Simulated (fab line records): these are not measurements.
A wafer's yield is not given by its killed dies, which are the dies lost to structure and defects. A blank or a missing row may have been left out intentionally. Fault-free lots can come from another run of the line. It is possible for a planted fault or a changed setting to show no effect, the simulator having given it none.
Split-lot experiment -- flow n5Finfet -- 21 wafers read from 7 lots, route of 1938 steps

## THE SPLIT
At N5_BEOL_M11_COAT_22 (resist thk 90 nm), the setting spinRpm was moved away from the recipe's 1500 rpm on 6 of the 21 wafers read, by -10.5% to -3.6%. For the rest of the wafers, this setting stayed at what the recipe calls for.

## FROM THE SPLIT TO THE READING: what the file shows between them, 6 steps
- N5_BEOL_M11_EBR_24
- N5_BEOL_M11_SOFTBAKE_23: time 60 s
- N5_BEOL_M11_EXPOSE_25: exposes mask V10
- N5_BEOL_M11_PEB_26: peb time 60 s
- N5_BEOL_M11_DEVELOP_27: develop time 30 s
- N5_BEOL_M11_DESCUM_33: chemistry O2, time 7.9 s

## THE READING
CAR-ArF_of_BEOL_M11_COAT_22.thkNm (the simulator's own value, which no gauge read), in nm, at N5_BEOL_M11_ETCH_65 (etches SiARC in CF4, target depth 39 nm, time 65 s). The file gives no usual value for it. Here, 15 wafers ran the recipe; their average is 55.4 nm with a standard deviation of 0.27 nm.

wafer,"tool, chamber at the split","spinRpm as run, rpm",against the recipe,"CAR-ArF_of_BEOL_M11_COAT_22.thkNm, nm",against lot-mates on the recipe
L079.1,"lithoTrack-05, 0",1446,-3.6%,57.4,+2.0
L079.2,"lithoTrack-05, 0",1446,-3.6%,57,+1.6
L079.6,"lithoTrack-05, 0",1500,recipe,55.4,-
L080.2,"lithoTrack-01, 0",1343,-10.5%,60.2,+4.8
L080.3,"lithoTrack-01, 0",1343,-10.5%,60.4,+5.0
L080.5,"lithoTrack-01, 0",1500,recipe,55.4,-
L082.2,"lithoTrack-03, 0",1500,recipe,55.8,-
L082.3,"lithoTrack-03, 0",1500,recipe,56,-
L082.5,"lithoTrack-03, 0",1500,recipe,55.4,-
L085.1,"lithoTrack-03, 0",1500,recipe,55.4,-
L085.2,"lithoTrack-03, 0",1500,recipe,55.6,-
L085.5,"lithoTrack-03, 0",1500,recipe,55.6,-
L093.2,"lithoTrack-05, 0",1411,-5.9%,58,+2.4
L093.4,"lithoTrack-05, 0",1500,recipe,55.6,-
L093.5,"lithoTrack-05, 0",1411,-5.9%,58.6,+3.0
L094.1,"lithoTrack-05, 0",1500,recipe,55.2,-
L094.3,"lithoTrack-05, 0",1500,recipe,55.2,-
L094.5,"lithoTrack-05, 0",1500,recipe,55.4,-
L097.2,"lithoTrack-03, 0",1500,recipe,55,-
L097.3,"lithoTrack-03, 0",1500,recipe,55,-
L097.6,"lithoTrack-03, 0",1500,recipe,55.2,-

FIT RESULTS
A straight line over all 21 wafers: CAR-ArF_of_BEOL_M11_COAT_22.thkNm changes by -0.472 nm for each +1% of spinRpm; r = -0.99; the points scatter about the line by 0.27 nm.
The same after taking each lot's own level away (the mean of its wafers on the recipe; 21 wafers): -0.467 nm for each +1%; r = -0.99; scatter 0.18 nm.
The reading moves by 4.9 nm for the largest change in spinRpm, on that fit.
The span of the lots' own levels, 55.07 to 55.73 nm, comes to 2.5 times the standard deviation stated above.
So the lot-to-lot level changes the slope little: the two slopes agree.
Check: for one of the wafers moved furthest among these (-10.5%), held out of the fit, the line's prediction against its lot-mates is +4.95 nm. Against them it came out at +4.8 nm.

## OTHER SPLITS APPLIED TO THESE WAFERS
These wafers also went through other splits before the reading. Each is held against what the fit with the lots' levels taken away leaves over:
other split on the same wafers,wafers away from the commonest value,r with CAR-ArF_of_BEOL_M11_COAT_22.thkNm (lot level and that fit taken away)
N5_BEOL_M11_ETCH_62 biasW,5,+0.13

## THE WHOLE CHAIN: every reading that the file lists as answering this split, in the file's order
step,what it does,reading,change (the file's fit),r (the file's)
N5_BEOL_M11_COAT_22,resist thk 90 nm,"CAR-ArF_of_BEOL_M11_COAT_22.thkNm (the simulator's own value, which no gauge read)",-0.481 nm for each +1% of the setting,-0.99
N5_BEOL_M11_DEVELOP_27,develop time 30 s,"CAR-ArF_of_BEOL_M11_COAT_22.thkNm (the simulator's own value, which no gauge read)",-0.487 nm for each +1% of the setting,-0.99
N5_BEOL_M11_ETCH_65,"etches SiARC in CF4, target depth 39 nm, time 65 s","CAR-ArF_of_BEOL_M11_COAT_22.thkNm (the simulator's own value, which no gauge read)",-0.468 nm for each +1% of the setting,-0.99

## THE FILE'S OWN FIT
CAR-ArF_of_BEOL_M11_COAT_22.thkNm changes by -0.468 nm for each +1% of spinRpm, r = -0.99.
